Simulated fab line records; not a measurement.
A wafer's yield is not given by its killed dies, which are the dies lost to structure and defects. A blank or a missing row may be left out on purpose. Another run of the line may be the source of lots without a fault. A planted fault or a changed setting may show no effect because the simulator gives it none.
fab line records	flow n5_finfet
[record] lots = 7	wafers = 21
route steps=1938 shown BEOL_M6@1212 BEOL_M7@1281 BEOL_M8@1337
start_h: hours from the record's first day to the start of the lot's first wafer shown	wait_h: how many hours have passed since the lot's step before this one	" repeats the value in the row above	L1.1+2: a single row standing in for several wafers	- no value, or no start given	* or withheld: withheld	< > ~ a bound
route shown NAME@n: names a module that has steps shown in the file, with the first one's number in the route	usual: the fault-free wafers' mean and standard deviation	same: alike in all rows	chamber/n: place in a boat	sites: the reading at each site	_std_site: the standard deviation of these	_edge_site: mean of outer sites minus mean of inner sites	radius_mm: how far each site lies from the wafer's centre	mask NAME#n: copy n	behind: tool/chamber where the wafer was last shaped	hold: why the lot went on hold/how many hours it stayed there/how the hold came to an end	device: names the non-switching transistor (n, p or np)	end of line: the route-end tests of the same wafers	where a step has no rows: the recipe by itself	killed: at the first sort, the dies lost to defects and structure; wafer yield is something else	map: shows each die of a wafer: x if killed, . if not, _ if none is there
set.NAME: the setting as run; set.NAME@STEP: as run at that earlier step	model.NAME: the simulator's own value behind a step, which no gauge read
lots whose settings were changed on purpose; a table a step, a row a wafer
[[steps]]
[step N5_BEOL_M6_ETCH_62]
[recipe] chemistry = N2/H2	target = SOC	target_depth_a = 1100	overetch_a = 220	mask_material = SiARC	temp_c = 40	time_s = 165	ion_energy_ev = 200	pressure_mtorr = 30	source_w = 840	bias_w = 150	n2_flow_sccm = 200	h2_flow_sccm = 200
lot.wafer	tool	chamber	start_h	wait_h	set.time_s	set.dose_mj@BEOL_M6_EXPOSE_08	model.BEOL_M6.cd_offset_nm	model.SiARC_of_BEOL_M6_COAT_60.thk_nm
L081.1	rie_diel-03	2	251.81	0.0	165	68.25	0	28.4
L081.3	"	1	"	"	165	68.25	0	28.6
L081.6	"	0	"	"	165	68.25	-0.2	28.4
L082.1	rie_diel-06	2	265.39	0.0	165	68.25	0.6	28.4
L082.4	"	0	"	"	165	68.25	0.2	28.4
L082.5	"	2	"	"	165	68.25	0.8	28.4
L084.3	rie_diel-03	3	265.97	0.0	165	68.25	0.6	28.6
L084.4	"	2	"	"	165	64.81	-2.2	28.4
L084.6	"	1	"	"	201.1	64.81	-2	27.2
L085.1+3	rie_diel-01	3,2	279.98	0.0	165	70.22	2	28
L085.5	"	0	"	"	165	68.25	1.2	28
L088.4	rie_diel-06	0	294.52	0.0	165	68.25	0	28.6
L088.5	"	1	"	"	165	68.25	0.2	28.2
L088.6	"	0	"	"	165	68.25	0	28.4
L096.1	rie_diel-06	3	322.89	0.0	165	68.25	0.2	28
L096.2	"	1	"	"	165	70.84	2.4	28.4
L096.4	"	2	"	"	199.6	68.25	1	27
L097.1	rie_diel-03	2	347.79	0.0	176.8	73.2	4.2	28
L097.4	"	3	"	"	165	68.25	0	28.4
L097.5	"	1	"	"	176.8	73.2	3.6	28.2
[step N5_BEOL_M6_STRIP_68]
[recipe] chemistry = N2/H2	temp_c = 40	n2_flow_sccm = 200	h2_flow_sccm = 200	rf_frequency_hz = 6e+07
[step N5_BEOL_M6_STRIP_67]
[recipe] chemistry = CF4	resist = SiARC	power_w = 300	bias_power_w = 75	pressure_mtorr = 50	cf4_flow_sccm = 150	rf_frequency_hz = 6e+07
[step N5_BEOL_M6_HM_OPEN_17]
[recipe] chemistry = Cl2/BCl3	target_depth_a = 200	overetch_a = 60	target = TiN	mask_material = SOC	ion_energy_ev = 150	pressure_mtorr = 10	icp_w = 1000	bias_w = 126	Cl2_flow_sccm = 53.25	bcl3_flow_sccm = 21.75	Ar_flow_sccm = 25
lot.wafer	tool	chamber	start_h	wait_h	set.time_s@BEOL_M6_ETCH_62	model.etch.depth_nm
L081.1	rie_metal-03	1	251.99	0.0	165	19.97
L081.3	"	0	"	"	165	19.98
L081.6	"	1	"	"	165	20.13
L082.1	rie_metal-03	0	265.58	0.0	165	20.08
L082.4	"	1	"	"	165	20.28
L082.5	"	0	"	"	165	20.05
L084.3	rie_metal-03	1	266.19	0.1	165	20.2
L084.4	"	0	"	"	165	20.12
L084.6	"	0	"	"	201.1	16.85
L085.1	rie_metal-01	0	280.17	0.0	165	20.09
L085.3	"	1	"	"	165	19.9
L085.5	"	1	"	"	165	19.88
L088.4	rie_metal-01	1	294.74	0.1	165	20.12
L088.5	"	0	"	"	165	20.32
L088.6	"	1	"	"	165	20.51
L096.1	rie_metal-03	0	323.08	0.0	165	20.3
L096.2	"	1	"	"	165	20.37
L096.4	"	1	"	"	199.6	16.97
L097.1	rie_metal-03	0	347.97	0.0	176.8	18.62
L097.4	"	1	"	"	165	19.52
L097.5	"	0	"	"	176.8	18.65
[step N5_BEOL_M6_STRIP_19]
[recipe] chemistry = O2	power_w = 400	temp_c = 40	pressure_mtorr = 30	rf_frequency_hz = 6e+07	bias_power_w = 0	overash_fraction = 0.2	o2_flow_sccm = 225
[step N5_BEOL_M6_CD_MEAS_18]
[recipe] pitch_nm = 80	target_cd_nm = 40
[usual] cd_nm = 40.1/0.46
lot.wafer	tool	chamber	start_h	wait_h	set.dose_mj@BEOL_M6_EXPOSE_08	cd_nm
L081.1	cd_sem-02	-	252.22	0.0	68.25	39.8
L081.3	"	-	"	"	68.25	40.3
L081.6	"	-	"	"	68.25	39.8
L082.1	cd_sem-02	-	265.81	0.1	68.25	40.5
L082.4	"	-	"	"	68.25	40.2
L082.5	"	-	"	"	68.25	40.3
L084.3	cd_sem-03	-	266.34	0.1	68.25	40.6
L084.4	"	-	"	"	64.81	37.8
L084.6	"	-	"	"	64.81	38.1
L085.1	cd_sem-01	-	280.35	0.0	70.22	42.1
L085.3	"	-	"	"	70.22	41.7
L085.5	"	-	"	"	68.25	40.8
L088.4	cd_sem-01	-	294.89	0.0	68.25	40.1
L088.5	"	-	"	"	68.25	40.5
L088.6	"	-	"	"	68.25	39.7
L096.1	cd_sem-01	-	323.26	0.0	68.25	40.4
L096.2	"	-	"	"	70.84	42.8
L096.4	"	-	"	"	68.25	41.1
L097.1	cd_sem-02	-	348.15	0.0	73.2	44.4
L097.4	"	-	"	"	68.25	40.2
L097.5	"	-	"	"	73.2	43.8
[step N5_BEOL_M6_EXPOSE_25]
[recipe] mask_id = V5	na = 0.33	source_shape = annular	sigma_inner = 0.4	sigma_outer = 0.8	polarization = unpolarized	target_cd_nm = 40	dose_mj = 45
lot.wafer	tool	chamber	start_h	wait_h	mask	set.dose_mj
L081.1	euv_scanner-02	0	252.58	-	V5#0	45
L081.3+6	"	0	"	"	V5#0	43.97
L082.1+4+5	euv_scanner-02	0	269.10	-	V5#0	45
L084.3	euv_scanner-02	0	269.16	-	V5#0	44.15
L084.4+6	"	0	"	"	V5#0	45
L085.1+5	euv_scanner-02	0	280.65	-	V5#0	45
L085.3	"	0	"	"	V5#0	47.66
L088.4+6	euv_scanner-02	0	295.08	-	V5#0	45.97
L088.5	"	0	"	"	V5#0	45
L096.1+2+4	euv_scanner-01	0	324.27	-	V5#0	45
L097.1	euv_scanner-02	0	348.47	-	V5#0	45
L097.4+5	"	0	"	"	V5#0	48.3
[step N5_BEOL_M6_PEB_26]
[recipe] peb_temp_c = 100	peb_time_s = 60	resist = CAR-EUV
[step N5_BEOL_M6_DEVELOP_27]
[recipe] develop_time_s = 30	developer = TMAH	resist = CAR-EUV	rinse_liquid = surfactant_rinse	dry = air_spin	dev_temp_c = 23
[step N5_BEOL_M6_CD_MEAS_28]
[recipe] target_cd_nm = 40	landing_energy_ev = 500	detector = se_inlens
[usual] cd_nm = 40.04/0.22
lot.wafer	tool	chamber	start_h	wait_h	set.dose_mj@BEOL_M6_EXPOSE_25	cd_nm
L081.1	cd_sem-01	0	252.71	-	45	39.97
L081.3	"	0	"	"	43.97	39.46
L081.6	"	0	"	"	43.97	39.30
L082.1	cd_sem-01	0	269.23	-	45	40.13
L082.4	"	0	"	"	45	40.17
L082.5	"	0	"	"	45	40.12
L084.3	cd_sem-03	0	269.28	-	44.15	39.63
L084.4	"	0	"	"	45	40.18
L084.6	"	0	"	"	45	39.94
L085.1	cd_sem-02	0	280.78	-	45	40.65
L085.3	"	0	"	"	47.66	41.42
L085.5	"	0	"	"	45	40.25
L088.4	cd_sem-01	0	295.20	-	45.97	40.42
L088.5	"	0	"	"	45	40.05
L088.6	"	0	"	"	45.97	39.98
L096.1	cd_sem-02	0	324.40	-	45	40.26
L096.2	"	0	"	"	45	40.03
L096.4	"	0	"	"	45	39.71
L097.1	cd_sem-01	0	348.60	-	45	40.14
L097.4	"	0	"	"	48.3	41.58
L097.5	"	0	"	"	48.3	41.47
[step N5_BEOL_M6_DESCUM_33]
[recipe] chemistry = O2	time_s = 7	source_power_w = 50	bias_power_w = 20	pressure_mtorr = 20	rf_frequency_hz = 2.712e+07	temp_c = 40	resist = CAR-EUV	o2_flow_sccm = 225
lot.wafer	tool	chamber	start_h	wait_h	set.dose_mj@BEOL_M6_EXPOSE_25	model.BEOL_M6.cd_nm
L081.1	rie_diel-01	3	252.83	0.0	45	40.2
L081.3+6	"	1,0	"	"	43.97	39.6
L082.1+4+5	rie_diel-01	0,3,0	269.70	0.4	45	40
L084.3	rie_diel-06	3	269.83	0.5	44.15	39.6
L084.4	"	0	"	"	45	40.2
L084.6	"	2	"	"	45	40
L085.1+5	rie_diel-01	2,3	280.97	0.1	45	40
L085.3	"	1	"	"	47.66	41.4
L088.4+6	rie_diel-03	0,2	295.44	0.2	45.97	40.4
L088.5	"	1	"	"	45	40
L096.1	rie_diel-01	3	324.87	0.4	45	40.2
L096.2+4	"	2,0	"	"	45	40
L097.1	rie_diel-06	1	348.72	0.0	45	40.2
L097.4	"	0	"	"	48.3	41.8
L097.5	"	0	"	"	48.3	42
[step N5_BEOL_M6_ETCH_72]
[recipe] chemistry = N2/H2	target = underlayer	target_depth_a = 65	mask_material = CAR-EUV	time_s = 5.2	ion_energy_ev = 200	pressure_mtorr = 30	source_w = 840	bias_w = 150	n2_flow_sccm = 200	h2_flow_sccm = 200	ends = cleared
[step N5_BEOL_M6_ETCH_65]
[recipe] chemistry = CF4	target = SiARC	target_depth_a = 156	mask_material = CAR-EUV	time_s = 26	ion_energy_ev = 80	pressure_mtorr = 40	source_w = 545	bias_w = 36	Ar_flow_sccm = 100	cf4_flow_sccm = 100	ends = cleared
lot.wafer	tool	chamber	start_h	wait_h	set.dose_mj@BEOL_M6_EXPOSE_25	model.BEOL_M6.cd_nm
L081.1	rie_diel-01	3	252.88	0.0	45	40
L081.3+6	"	1,0	"	"	43.97	39.6
L082.1+4+5	rie_diel-01	0,3,0	269.75	0.0	45	40
L084.3	rie_diel-06	3	269.88	0.0	44.15	39.6
L084.4	"	0	"	"	45	40.2
L084.6	"	2	"	"	45	40
L085.1+5	rie_diel-01	2,3	281.02	0.0	45	40
L085.3	"	1	"	"	47.66	41.6
L088.4	rie_diel-03	0	295.49	0.0	45.97	40.6
L088.5	"	1	"	"	45	40.2
L088.6	"	2	"	"	45.97	40.2
L096.1	rie_diel-01	3	324.92	0.0	45	40.2
L096.2+4	"	2,0	"	"	45	40
L097.1	rie_diel-06	1	348.77	0.0	45	40.2
L097.4	"	0	"	"	48.3	41.8
L097.5	"	0	"	"	48.3	42
[step N5_BEOL_M6_ETCH_66]
[recipe] chemistry = N2/H2	target = SOC	target_depth_a = 800	overetch_a = 160	mask_material = SiARC	temp_c = 40	time_s = 120	ion_energy_ev = 200	pressure_mtorr = 30	source_w = 840	bias_w = 150	n2_flow_sccm = 200	h2_flow_sccm = 200
[step N5_BEOL_M6_STRIP_69]
[recipe] chemistry = N2/H2	temp_c = 40	n2_flow_sccm = 200	h2_flow_sccm = 200	rf_frequency_hz = 6e+07
[step N5_BEOL_M6_STRIP_73]
[recipe] chemistry = N2/H2	temp_c = 40	n2_flow_sccm = 200	h2_flow_sccm = 200	rf_frequency_hz = 6e+07
[step N5_BEOL_M6_VIA_ETCH_34]
[recipe] chemistry = C4F6/O2	target = SiCOH_lowk	target_depth_a = 1263	mask_material = SOC	taper_deg = 4	time_s = 50.9	ion_energy_ev = 250	pressure_mtorr = 30	source_w = 345	bias_w = 185	Ar_flow_sccm = 300	C4F6_flow_sccm = 10	O2_flow_sccm = 10
lot.wafer	tool	chamber	start_h	wait_h	set.dose_mj@BEOL_M6_EXPOSE_25	model.BEOL_M6.cd_nm
L081.1	rie_diel-01	3	253.01	0.0	45	40.2
L081.3+6	"	1,0	"	"	43.97	39.6
L082.1+4	rie_diel-01	0,3	269.88	0.0	45	40
L082.5	"	0	"	"	45	40.2
L084.3	rie_diel-06	3	270.01	0.0	44.15	39.6
L084.4	"	0	"	"	45	40.2
L084.6	"	2	"	"	45	39.8
L085.1+5	rie_diel-01	2,3	281.15	0.0	45	40.2
L085.3	"	1	"	"	47.66	41.6
L088.4	rie_diel-03	0	295.62	0.0	45.97	40.6
L088.5	"	1	"	"	45	40.2
L088.6	"	2	"	"	45.97	40.2
L096.1+2	rie_diel-01	3,2	325.05	0.0	45	40.2
L096.4	"	0	"	"	45	40
L097.1	rie_diel-06	1	348.90	0.0	45	40.2
L097.4	"	0	"	"	48.3	41.8
L097.5	"	0	"	"	48.3	41.6
[step N5_BEOL_M6_STRIP_76]
[recipe] chemistry = C4F6/O2	resist = SiARC	rf_frequency_hz = 6e+07
[step N5_BEOL_M6_STRIP_36]
[recipe] chemistry = N2/H2	power_w = 450	temp_c = 40	pressure_mtorr = 20	rf_frequency_hz = 6e+07	overash_fraction = 0.3	bias_power_w = 7	h2_frac = 0.5	n2_flow_sccm = 200	h2_flow_sccm = 200
[step N5_BEOL_M6_PRECLEAN_42]
[recipe] chemistry = residue_remover	time_s = 60	temp_c = 40
[step N5_BEOL_M6_SRD_43]
[recipe] time_s = 30	temp_c = 23	rinse_liquid = diw	dry = ipa_marangoni
[step N5_BEOL_M6_CD_MEAS_35]
[recipe] target_cd_nm = 40	target_cd_y_nm = 28	polarity = opening
[usual] cd_nm = 40.1/0.48
lot.wafer	tool	chamber	start_h	wait_h	set.dose_mj@BEOL_M6_EXPOSE_08	cd_nm
L081.1	cd_sem-02	-	253.41	0.0	68.25	39.6
L081.3	"	-	"	"	68.25	40.2
L081.6	"	-	"	"	68.25	39.6
L082.1	cd_sem-03	-	270.28	0.0	68.25	40.6
L082.4	"	-	"	"	68.25	40.0
L082.5	"	-	"	"	68.25	40.5
L084.3	cd_sem-03	-	270.41	0.0	68.25	40.8
L084.4	"	-	"	"	64.81	37.8
L084.6	"	-	"	"	64.81	37.7
L085.1	cd_sem-01	-	281.55	0.0	70.22	42.2
L085.3	"	-	"	"	70.22	42.1
L085.5	"	-	"	"	68.25	40.7
L088.4	cd_sem-01	-	296.01	0.0	68.25	39.7
L088.5	"	-	"	"	68.25	40.1
L088.6	"	-	"	"	68.25	40.1
L096.1	cd_sem-01	-	325.45	0.0	68.25	40.2
L096.2	"	-	"	"	70.84	42.3
L096.4	"	-	"	"	68.25	41.5
L097.1	cd_sem-01	-	349.30	0.0	73.2	44.1
L097.4	"	-	"	"	68.25	40.2
L097.5	"	-	"	"	73.2	43.5
[step N5_BEOL_M7_ETCH_62]
[recipe] chemistry = N2/H2	target = SOC	target_depth_a = 1100	overetch_a = 220	mask_material = SiARC	temp_c = 40	time_s = 165	ion_energy_ev = 200	pressure_mtorr = 30	source_w = 840	bias_w = 150	n2_flow_sccm = 200	h2_flow_sccm = 200
[usual] rf_vpp_V = 523.6/2.6
lot.wafer	tool	chamber	start_h	wait_h	set.source_w	rf_vpp_V	model.SiARC_of_BEOL_M7_COAT_60.thk_nm
L081.1	rie_diel-04	0	260.20	0.0	840	523.4	28.4
L081.3	"	1	"	"	730.3	545.6	28.8
L081.6	"	2	"	"	730.3	551.8	28.8
L082.1	rie_diel-05	2	275.46	0.0	840	523.5	28.4
L082.4	"	0	"	"	840	523.3	28.4
L082.5	"	0	"	"	840	521.8	28.4
L084.3	rie_diel-04	0	276.33	0.0	840	523.2	28.2
L084.4	"	3	"	"	840	529.6	28
L084.6	"	1	"	"	840	520.6	28.4
L085.1	rie_diel-02	2	289.25	0.0	840	525.4	28.2
L085.3	"	1	"	"	948.8	507.6	27.6
L085.5	"	3	"	"	948.8	500.9	27.8
L088.4	rie_diel-05	0	300.37	0.1	754.7	542.4	28.8
L088.5	"	2	"	"	754.7	541.1	28.6
L088.6	"	1	"	"	840	521.6	28
L096.1	rie_diel-04	2	331.59	0.0	990.3	498.5	27.6
L096.2	"	1	"	"	990.3	491.8	27.6
L096.4	"	3	"	"	840	528.2	28.2
L097.1	rie_diel-02	0	355.68	0.0	707.2	552.7	29
L097.4	"	2	"	"	707.2	554.4	28.8
L097.5	"	0	"	"	840	522.5	28.4
[step N5_BEOL_M7_EXPOSE_25]
[recipe] mask_id = V6	na = 0.33	source_shape = annular	sigma_inner = 0.4	sigma_outer = 0.8	polarization = unpolarized	target_cd_nm = 40	dose_mj = 42.5
lot.wafer	tool	chamber	start_h	wait_h	mask	set.dose_mj
L081.1+3	euv_scanner-01	0	264.04	-	V6#0	42.5
L081.6	"	0	"	"	V6#0	39.46
L084.3+6	euv_scanner-02	0	278.57	-	V6#0	42.5
L084.4	"	0	"	"	V6#0	41.3
L082.1+4+5	euv_scanner-02	0	278.64	-	V6#0	42.5
L085.1+3	euv_scanner-02	0	289.80	-	V6#0	45.29
L085.5	"	0	"	"	V6#0	42.5
L088.4+5	euv_scanner-02	0	302.03	-	V6#0	42.5
L088.6	"	0	"	"	V6#0	40.86
L096.1	euv_scanner-02	0	333.50	-	V6#0	42.5
L096.2+4	"	0	"	"	V6#0	43.68
L097.1	euv_scanner-02	0	357.67	-	V6#0	42.5
L097.4+5	"	0	"	"	V6#0	41.33
[step N5_BEOL_M7_PEB_26]
[recipe] peb_temp_c = 100	peb_time_s = 60	resist = CAR-EUV
[step N5_BEOL_M7_DEVELOP_27]
[recipe] develop_time_s = 30	developer = TMAH	resist = CAR-EUV	rinse_liquid = surfactant_rinse	dry = air_spin	dev_temp_c = 23
[step N5_BEOL_M7_CD_MEAS_28]
[recipe] target_cd_nm = 40	landing_energy_ev = 500	detector = se_inlens
[usual] cd_nm = 39.95/0.26
lot.wafer	tool	chamber	start_h	wait_h	set.dose_mj@BEOL_M7_EXPOSE_25	cd_nm
L081.1	cd_sem-03	0	264.17	-	42.5	40.09
L081.3	"	0	"	"	42.5	39.87
L081.6	"	0	"	"	39.46	38.08
L084.3	cd_sem-03	0	278.69	-	42.5	40.11
L084.4	"	0	"	"	41.3	39.71
L084.6	"	0	"	"	42.5	40.34
L082.1	cd_sem-01	0	278.77	-	42.5	40.02
L082.4	"	0	"	"	42.5	40.01
L082.5	"	0	"	"	42.5	39.73
L085.1	cd_sem-01	0	289.93	-	45.29	41.08
L085.3	"	0	"	"	45.29	41.36
L085.5	"	0	"	"	42.5	40.46
L088.4	cd_sem-01	0	302.14	-	42.5	40.03
L088.5	"	0	"	"	42.5	39.84
L088.6	"	0	"	"	40.86	38.49
L096.1	cd_sem-03	0	333.64	-	42.5	40.27
L096.2	"	0	"	"	43.68	40.51
L096.4	"	0	"	"	43.68	40.60
L097.1	cd_sem-03	0	357.80	-	42.5	40.09
L097.4	"	0	"	"	41.33	39.05
L097.5	"	0	"	"	41.33	39.48
[step N5_BEOL_M7_DESCUM_33]
[recipe] chemistry = O2	time_s = 7	source_power_w = 50	bias_power_w = 20	pressure_mtorr = 20	rf_frequency_hz = 2.712e+07	temp_c = 40	resist = CAR-EUV	o2_flow_sccm = 225
lot.wafer	tool	chamber	start_h	wait_h	set.dose_mj@BEOL_M7_EXPOSE_25	model.BEOL_M7.cd_nm
L081.1	rie_diel-05	2	264.30	0.0	42.5	40.2
L081.3	"	1	"	"	42.5	40
L081.6	"	3	"	"	39.46	38.6
L084.3	rie_diel-02	0	278.81	0.0	42.5	40
L084.4	"	2	"	"	41.3	39.6
L084.6	"	1	"	"	42.5	40.4
L082.1	rie_diel-04	0	279.06	0.2	42.5	39.8
L082.4	"	1	"	"	42.5	40
L082.5	"	3	"	"	42.5	40.2
L085.1	rie_diel-05	2	290.28	0.3	45.29	41.4
L085.3	"	0	"	"	45.29	41.2
L085.5	"	1	"	"	42.5	40
L088.4+5	rie_diel-05	2,0	302.53	0.3	42.5	40
L088.6	"	1	"	"	40.86	38.8
L096.1	rie_diel-02	2	333.76	0.0	42.5	40.2
L096.2+4	"	0,3	"	"	43.68	40.6
L097.1	rie_diel-05	2	357.99	0.1	42.5	40
L097.4	"	0	"	"	41.33	39.4
L097.5	"	2	"	"	41.33	39.6
[step N5_BEOL_M7_ETCH_72]
[recipe] chemistry = N2/H2	target = underlayer	target_depth_a = 65	mask_material = CAR-EUV	time_s = 5.2	ion_energy_ev = 200	pressure_mtorr = 30	source_w = 840	bias_w = 150	n2_flow_sccm = 200	h2_flow_sccm = 200	ends = cleared
lot.wafer	tool	chamber	start_h	wait_h	set.dose_mj@BEOL_M7_EXPOSE_25	model.BEOL_M7.cd_nm
L081.1	rie_diel-05	2	264.34	0.0	42.5	40.2
L081.3	"	1	"	"	42.5	40
L081.6	"	3	"	"	39.46	38.6
L084.3	rie_diel-02	0	278.85	0.0	42.5	40.2
L084.4	"	2	"	"	41.3	39.6
L084.6	"	1	"	"	42.5	40.4
L082.1	rie_diel-04	0	279.09	0.0	42.5	39.8
L082.4	"	1	"	"	42.5	40
L082.5	"	3	"	"	42.5	40.2
L085.1+3	rie_diel-05	2,0	290.32	0.0	45.29	41.2
L085.5	"	1	"	"	42.5	39.8
L088.4+5	rie_diel-05	2,0	302.55	0.0	42.5	40
L088.6	"	1	"	"	40.86	38.8
L096.1	rie_diel-02	2	333.79	0.0	42.5	40.2
L096.2+4	"	0,3	"	"	43.68	40.6
L097.1	rie_diel-05	2	358.02	0.0	42.5	40
L097.4+5	"	0,2	"	"	41.33	39.6
[step N5_BEOL_M8_COAT_59]
[recipe] resist = SOC	temp_c = 250	time_s = 60	spin_rpm = 1500	resist_thk_nm = 100
lot.wafer	tool	chamber	start_h	wait_h	set.spin_rpm	model.SOC_of_BEOL_M8_COAT_59.thk_nm
L081.1+6	litho_track-05	0	270.26	0.1	1500	99.8
L081.3	"	0	"	"	1500	100.2
L084.3	litho_track-03	0	284.51	0.1	1500	100.4
L084.4	"	0	"	"	1500	100
L084.6	"	0	"	"	1500	100.2
L082.1+4	litho_track-02	0	284.61	0.1	1500	99.6
L082.5	"	0	"	"	1500	99.4
L085.1+3	litho_track-02	0	296.31	0.1	1500	100
L085.5	"	0	"	"	1338	105.8
L088.4	litho_track-03	0	308.38	0.1	1448	101.6
L088.5	"	0	"	"	1500	99.8
L088.6	"	0	"	"	1500	100
L096.1	litho_track-03	0	338.73	0.1	1500	100
L096.2	"	0	"	"	1342	105.6
L096.4	"	0	"	"	1500	100.4
L097.1	litho_track-05	0	363.17	0.1	1500	99.6
L097.4	"	0	"	"	1359	105
L097.5	"	0	"	"	1500	99.8
[[key]]
[split] step = N5_BEOL_M6_ETCH_62	setting = time_s	stated = 165	by = wafer
[response] step = N5_BEOL_M6_ETCH_62	reading = model.SiARC_of_BEOL_M6_COAT_60.thk_nm	change = -0.0575	per = 1%	r = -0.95
[response] step = N5_BEOL_M6_HM_OPEN_17	reading = model.etch.depth_nm	change = -0.154	per = 1%	r = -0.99
[split] step = N5_BEOL_M6_EXPOSE_25	setting = dose_mj	stated = 45	by = wafer
[response] step = N5_BEOL_M6_CD_MEAS_28	reading = cd_nm	change = +0.18	per = 1%	r = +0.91
[response] step = N5_BEOL_M6_DESCUM_33	reading = model.BEOL_M6.cd_nm	change = +0.234	per = 1%	r = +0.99
[response] step = N5_BEOL_M6_ETCH_65	reading = model.BEOL_M6.cd_nm	change = +0.237	per = 1%	r = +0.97
[response] step = N5_BEOL_M6_VIA_ETCH_34	reading = model.BEOL_M6.cd_nm	change = +0.214	per = 1%	r = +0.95
[split] step = N5_BEOL_M7_ETCH_62	setting = source_w	stated = 840	by = wafer
[response] step = N5_BEOL_M7_ETCH_62	reading = rf_vpp_V	change = -1.87	per = 1%	r = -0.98
[response] step = N5_BEOL_M7_ETCH_62	reading = model.SiARC_of_BEOL_M7_COAT_60.thk_nm	change = -0.037	per = 1%	r = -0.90
[split] step = N5_BEOL_M7_EXPOSE_25	setting = dose_mj	stated = 42.5	by = wafer
[response] step = N5_BEOL_M7_CD_MEAS_28	reading = cd_nm	change = +0.217	per = 1%	r = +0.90
[response] step = N5_BEOL_M7_DESCUM_33	reading = model.BEOL_M7.cd_nm	change = +0.212	per = 1%	r = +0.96
[response] step = N5_BEOL_M7_ETCH_72	reading = model.BEOL_M7.cd_nm	change = +0.217	per = 1%	r = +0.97
[split] step = N5_BEOL_M8_COAT_59	setting = spin_rpm	stated = 1500	by = wafer
[response] step = N5_BEOL_M8_COAT_59	reading = model.SOC_of_BEOL_M8_COAT_59.thk_nm	change = -0.534	per = 1%	r = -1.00
split outside_this_file step=N5_BEOL_M6_EXPOSE_08 setting=dose_mj
// split outside_this_file: this setting was split too, and the file shows its column; the key of that split is in another file
